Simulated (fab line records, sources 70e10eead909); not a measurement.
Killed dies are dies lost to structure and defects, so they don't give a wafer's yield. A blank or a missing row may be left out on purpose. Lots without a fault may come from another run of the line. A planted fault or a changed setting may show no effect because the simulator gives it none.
Which tool did it? | flow nand_harc | 10 lots, 30 wafers sampled, at 4 steps of a route of 1302

WHAT THE GAUGES READ, wafer by wafer
NHARC_P_ZERO_WELL_CD_MEAS_52: target cd 2000 nm. Usual: cd_nm 2000.3 nm, standard deviation 1.7.
lot  | measured     | on        | cd_nm (nm)           | flag
L697 | day 2 11:44  | cd_sem-01 | 2002.2 2001.2 2002.6 |
L702 | day 4 13:44  | cd_sem-03 | 1970.7 1972.1 1973.1 | OFF
L704 | day 5 09:53  | cd_sem-01 | 2003.8 2000.9 2002.8 |
L711 | day 8 07:38  | cd_sem-02 | 1997.3 2000.0 1999.8 |
L713 | day 9 03:50  | cd_sem-02 | 2001.0 1999.7 1999.6 |
L714 | day 9 14:07  | cd_sem-01 | 2000.9 1999.6 2000.7 |
L715 | day 10 00:05 | cd_sem-02 | 1998.9 2001.0 1999.9 |
L717 | day 10 19:30 | cd_sem-01 | 1998.1 1998.1 2000.1 |
L718 | day 11 05:45 | cd_sem-01 | 2000.5 1998.4 2000.3 |
L719 | day 11 15:47 | cd_sem-03 | 1997.0 1998.9 1998.1 |

WHICH TOOL RAN EACH LOT (tool, then ch and the chambers of the sampled wafers, then the start)
lot  | NHARC_P_ZERO_WELL_DESCUM_13        | NHARC_P_ZERO_WELL_DESCUM_39        | NHARC_P_ZERO_WELL_EXPOSE_49
L697 | rie_diel-10 ch 0,1, day 2 07:25    | rie_diel-10 ch 2,3, day 2 10:23    | krf_scanner-01 ch 0, day 2 11:35
L702 | rie_diel-10 ch 1,3, day 4 09:17    | rie_diel-08 ch 0,1,3, day 4 12:16  | krf_scanner-04 ch 0, day 4 13:35
L704 | rie_diel-10 ch 1,3, day 5 05:24    | rie_diel-01 ch 1,2,3, day 5 08:25  | krf_scanner-02 ch 0, day 5 09:44
L711 | rie_diel-08 ch 0,3, day 8 03:25    | rie_diel-10 ch 0,1,3, day 8 06:17  | krf_scanner-04 ch 0, day 8 07:29
L713 | rie_diel-10 ch 0,2, day 8 23:17    | rie_diel-10 ch 0,1, day 9 02:22    | krf_scanner-04 ch 0, day 9 03:40
L714 | rie_diel-01 ch 0,1,2, day 9 09:38  | rie_diel-10 ch 0,2,3, day 9 12:45  | krf_scanner-04 ch 0, day 9 13:57
L715 | rie_diel-10 ch 0,1,3, day 9 19:25  | rie_diel-01 ch 0,1,2, day 9 22:38  | krf_scanner-02 ch 0, day 9 23:56
L717 | rie_diel-08 ch 0,1,2, day 10 15:18 | rie_diel-01 ch 0,3, day 10 18:01   | krf_scanner-04 ch 0, day 10 19:21
L718 | rie_diel-01 ch 0,1,2, day 11 01:23 | rie_diel-10 ch 0,1,3, day 11 04:16 | krf_scanner-01 ch 0, day 11 05:36
L719 | rie_diel-08 ch 0,1,3, day 11 11:23 | rie_diel-08 ch 1,2,3, day 11 14:18 | krf_scanner-02 ch 0, day 11 15:37
- NHARC_P_ZERO_WELL_DESCUM_13: chemistry O2, time 3 s.
- NHARC_P_ZERO_WELL_DESCUM_39: chemistry O2, time 3 s.
- NHARC_P_ZERO_WELL_EXPOSE_49: exposes mask P HVPW, target cd 2000 nm.

WHAT THE TOOLS THEMSELVES READ (means of the sampled wafers that have a number; where no wafer has one, the mark that the record gives instead)
NHARC_P_ZERO_WELL_DESCUM_13. Usual: chamber_pressure_mTorr 60.00 mTorr, standard deviation 0.055; drypump_motor_current_A 5.72 A, standard deviation 0.28; oes_product_au 1.002 a.u., standard deviation 0.0091; rf_vpp_V 57.6 V, standard deviation 0.86; showerhead_plenum_p_Torr 1.88 Torr, standard deviation 0.067; throttle_valve_pct 11.311 %, standard deviation 0.009.
lot  | tool        | chamber_pressure_mTorr (mTorr) | drypump_motor_current_A (A) | oes_product_au (a.u.) | rf_vpp_V (V) | showerhead_plenum_p_Torr (Torr) | throttle_valve_pct (%) | flag
L697 | rie_diel-10 | 60.06                          | 5.68                        | 0.999                 | 57.2         | 1.84                            | 11.302                 |
L702 | rie_diel-10 | 60.02                          | 5.86                        | 1.001                 | 57.0         | 1.90                            | 11.305                 |
L704 | rie_diel-10 | 59.97                          | 5.86                        | 1.012                 | 58.7         | 1.90                            | 11.306                 |
L711 | rie_diel-08 | 60.01                          | 5.87                        | 1.003                 | 56.8         | 1.86                            | 11.309                 |
L713 | rie_diel-10 | 60.00                          | 5.40                        | 1.005                 | 58.3         | 1.93                            | 11.317                 |
L714 | rie_diel-01 | 59.93                          | 5.87                        | 0.994                 | 57.4         | 1.88                            | 11.314                 |
L715 | rie_diel-10 | 59.98                          | 5.81                        | 1.005                 | 58.2         | 1.88                            | 11.308                 |
L717 | rie_diel-08 | 60.01                          | 5.69                        | 1.004                 | 57.6         | 1.90                            | 11.312                 |
L718 | rie_diel-01 | 60.05                          | 5.89                        | 1.000                 | 57.5         | 1.88                            | 11.314                 |
L719 | rie_diel-08 | 59.99                          | 5.71                        | 0.997                 | 57.7         | 1.91                            | 11.313                 |

NHARC_P_ZERO_WELL_DESCUM_39. Usual: chamber_pressure_mTorr 60.00 mTorr, standard deviation 0.047; drypump_motor_current_A 5.75 A, standard deviation 0.27; oes_product_au 1.001 a.u., standard deviation 0.0083; rf_vpp_V 57.6 V, standard deviation 0.89; showerhead_plenum_p_Torr 1.87 Torr, standard deviation 0.06; throttle_valve_pct 11.311 %, standard deviation 0.0093.
lot  | tool        | chamber_pressure_mTorr (mTorr) | drypump_motor_current_A (A) | oes_product_au (a.u.) | rf_vpp_V (V) | showerhead_plenum_p_Torr (Torr) | throttle_valve_pct (%) | flag
L697 | rie_diel-10 | 59.99                          | 5.46                        | 1.007                 | 57.5         | 1.96                            | 11.304                 |
L702 | rie_diel-08 | 60.01                          | 5.71                        | 1.001                 | 56.8         | 1.83                            | 11.307                 |
L704 | rie_diel-01 | 60.02                          | 5.94                        | 0.997                 | 57.3         | 1.88                            | 11.319                 |
L711 | rie_diel-10 | 60.00                          | 5.82                        | 1.004                 | 58.3         | 1.88                            | 11.312                 |
L713 | rie_diel-10 | 59.98                          | 5.77                        | 1.011                 | 58.0         | 1.87                            | 11.306                 |
L714 | rie_diel-10 | 59.96                          | 5.68                        | 1.006                 | 58.4         | 1.93                            | 11.319                 |
L715 | rie_diel-01 | 60.04                          | 5.86                        | 0.998                 | 57.5         | 1.88                            | 11.315                 |
L717 | rie_diel-01 | 59.96                          | 5.62                        | 1.004                 | 57.6         | 1.87                            | 11.315                 |
L718 | rie_diel-10 | 60.00                          | 5.80                        | 1.002                 | 56.9         | 1.87                            | 11.326                 |
L719 | rie_diel-08 | 60.04                          | 5.76                        | 1.005                 | 57.0         | 1.93                            | 11.309                 |

NHARC_P_ZERO_WELL_EXPOSE_49. Usual: stage_vel_mm_s 500.00 mm/s, standard deviation 0.23.
lot  | tool           | stage_vel_mm_s (mm/s) | flag
L697 | krf_scanner-01 | 500.17                |
L702 | krf_scanner-04 | 500.04                |
L704 | krf_scanner-02 | 500.02                |
L711 | krf_scanner-04 | 499.96                |
L713 | krf_scanner-04 | 500.00                |
L714 | krf_scanner-04 | 500.06                |
L715 | krf_scanner-02 | 500.13                |
L717 | krf_scanner-04 | 500.35                |
L718 | krf_scanner-01 | 499.96                |
L719 | krf_scanner-02 | 499.88                |

THE ANSWER, worked out from the rows above alone
Rule: a lot is off if the mean of its wafers that have a number lies more than 3 standard deviations from the usual mean. A lot without any number at a reading at which 4 lots or more have one is off too. The other lots that the step has rows for count as sound. The gauges are gone through in route order, then the tools' own readings, and for those a lot's mean is taken as printed above. The first step at which some lot is off is used, and at that step the reading that is off furthest; a lot without a number counts as furthest.
Off: L702, at NHARC_P_ZERO_WELL_CD_MEAS_52 (cd_nm).
A tool fits if, at a process step before that reading, it ran every lot that is off, and no sound lot after the first of them. The gauges at NHARC_P_ZERO_WELL_CD_MEAS_52 are tried like those tools. None of those tried fits.

WHAT THE SIMULATOR HAD PUT IN
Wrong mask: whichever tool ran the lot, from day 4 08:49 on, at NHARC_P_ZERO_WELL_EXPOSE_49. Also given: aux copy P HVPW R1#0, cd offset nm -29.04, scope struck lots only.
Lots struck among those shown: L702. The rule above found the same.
